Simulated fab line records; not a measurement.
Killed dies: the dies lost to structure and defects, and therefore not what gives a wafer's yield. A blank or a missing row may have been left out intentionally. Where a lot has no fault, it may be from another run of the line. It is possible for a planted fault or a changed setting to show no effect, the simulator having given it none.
Matching of chambers -- flow n5-finfet -- N5_BEOL_M0_PRE_CLEAN_131 on cvd-co-01 has 3 sister chambers
The step time 15 s. 3 wafers are shown with their chamber, then 12 later ones without.

## WAFERS WITH THEIR CHAMBER
wafer,chamber,heater-power-w (W)
L090.6,0,83
L091.4,1,112
L091.5,2,89

## WAFERS WITHOUT THEIR CHAMBER
wafer,heater-power-w (W)
L092.1,91
L092.3,84
L092.6,82
L094.1,85
L094.2,115
L094.6,84
L096.1,113
L096.2,91
L096.6,84
L097.1,83
L097.3,114
L097.5,114

## THE CHAMBER EACH PASSED THROUGH
wafer,from the rows above,in truth
L092.1,2,2
L092.3,0,0
L092.6,0,0
L094.1,can't be placed: 0 or 2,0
L094.2,1,1
L094.6,0,0
L096.1,1,1
L096.2,2,2
L096.6,0,0
L097.1,0,0
L097.3,1,1
L097.5,1,1
Correctly placed: 11 of 12. Cannot be placed on the basis of these rows: 1; the candidates contain the true chamber in 1. Wrongly placed: 0.
How it was worked out, from the rows above alone: a wafer's distance from a chamber is the root of the sum, over the readings, of the square of ((its reading less the chamber's mean) divided by the reading's scatter). The wafer belongs to the nearest chamber; if the next one is less than 2 further off, it can't be placed. The mean given for a chamber averages the wafers shown for that chamber. The scatter (one wafer shown for each chamber): square how far every hidden wafer sits from the nearest shown wafer, average those squares and take the square root.
